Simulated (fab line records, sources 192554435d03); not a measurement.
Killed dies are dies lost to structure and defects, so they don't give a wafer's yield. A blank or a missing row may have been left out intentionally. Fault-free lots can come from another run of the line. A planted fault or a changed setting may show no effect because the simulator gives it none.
Struck lot and sound lot, side by side -- flow n5_finfet -- 22 out of 1938 route steps
Sound: wafers L636.4, L636.5, L636.6. Struck: wafers L629.3, L629.6. (L629.1 of the same lot was not struck and is left out.) The cause comes at the end.
Each step with rows lists, per side, the tool, then ch with its chambers, then its first start. Under that, the readings that differ: sound wafers -- struck wafers -- difference of the means -- sigmas: that difference in standard deviations of wafers without a fault.
alike: same words and numbers on both sides, and readings whose means sit less than 2 such deviations apart. not compared: any withheld reading, any reading some wafer has no value for, any bound like >300 that may hide the same value, and any number with overlapping values for which the record gives no deviation.
A row with sigmas, a row that says differs or no value, or rows on one side alone: a step with any of these is where the two part. Numbers that have no deviation but don't overlap get no sigmas and don't part them. A reading that every wafer of one side lacks parts them only if that side has two wafers or more.

first, 9 steps without rows for these wafers: N5_BEOL_M11_SOFTBAKE_06 (time 60 s); N5_BEOL_M11_EXPOSE_08 (exposes mask M11); N5_BEOL_M11_PEB_09 (peb time 60 s); N5_BEOL_M11_DEVELOP_10 (develop time 30 s); N5_BEOL_M11_DESCUM_16 (chemistry O2, time 7.9 s); N5_BEOL_M11_ETCH_61 (etches SiARC in CF4, target depth 39 nm, time 65 s); N5_BEOL_M11_ETCH_62 (etches SOC in N2/H2, target depth 110 nm, overetch 22 nm, time 165 s); N5_BEOL_M11_STRIP_68 (strips in N2/H2); N5_BEOL_M11_STRIP_67 (strips in CF4).
N5_BEOL_M11_HM_OPEN_17: chemistry Cl2/BCl3, target TiN, target depth 20 nm, overetch 6 nm.
  sound on rie_metal-01 ch 0,1, day 12 22:01; struck on rie_metal-03 ch 1, day 11 15:24
  alike: drypump_motor_current_A, mfc_ar_sccm, mfc_cl2_sccm, oes_product_au, throttle_valve_pct
  not compared: rf_hours_counter_h
then, 9 steps without rows for these wafers: N5_BEOL_M11_STRIP_19 (strips in O2); N5_BEOL_M11_COAT_63 (time 60 s, resist thk 100 nm); N5_BEOL_M11_COAT_64 (time 60 s, resist thk 30 nm); N5_BEOL_M11_COAT_22 (resist thk 90 nm); N5_BEOL_M11_EBR_24; N5_BEOL_M11_SOFTBAKE_23 (time 60 s); N5_BEOL_M11_EXPOSE_25 (exposes mask V10); N5_BEOL_M11_PEB_26 (peb time 60 s); N5_BEOL_M11_DEVELOP_27 (develop time 30 s).
N5_BEOL_M11_INSPECT_30: inspects for defects (brightfield).
  struck on defect_inspect-02, day 12 01:58; sound on defect_inspect-01, day 12 22:46
reading,sound,struck,difference,sigmas
raw_defect_count,530 594 418,1329 1252,+776,+8
then, 1 step without rows for these wafers: N5_BEOL_M11_DESCUM_33 (chemistry O2, time 7.9 s).
-- the record jumps here: 2 days lie between the struck wafers' starts before and after (it left off in module BEOL_M11 and takes up again in module PASSIVATION, whose first step shown is number 1936 of the route) --
N5_PASSIVATION_PROBE_49:
  struck on prober-01, day 14 06:02; sound on prober-02, day 15 07:49
reading,sound,struck,difference,sigmas
defect_limited_yield (%),90.1 91.7 90.3,84.4 84.0,-6.5,-5
killed_at_M4_up,23 16 15,100 103,+84,+15
killed_dies,117 98 114,184 189,+77,+5
killed_on_rim,14 13 17,32 34,+18,+4
sort_bin_5_function (%),5.7 4.5 5.3,9.2 10.1,+4.5,+6
sort_n_pass,1063 1082 1066,996 991,-77,-5
sort_yield_pct (%),90.1 91.7 90.3,84.4 84.0,-6.5,-5
  alike: killed_at_M0_to_M3, killed_at_contacts, killed_at_front_end, killed_at_other, killed_open, killed_short, sort_bin_6_memory

== WHERE THEY PART ==
Earliest at N5_BEOL_M11_INSPECT_30; latest, in this record, at N5_PASSIVATION_PROBE_49.

WHY: what the simulator had put in
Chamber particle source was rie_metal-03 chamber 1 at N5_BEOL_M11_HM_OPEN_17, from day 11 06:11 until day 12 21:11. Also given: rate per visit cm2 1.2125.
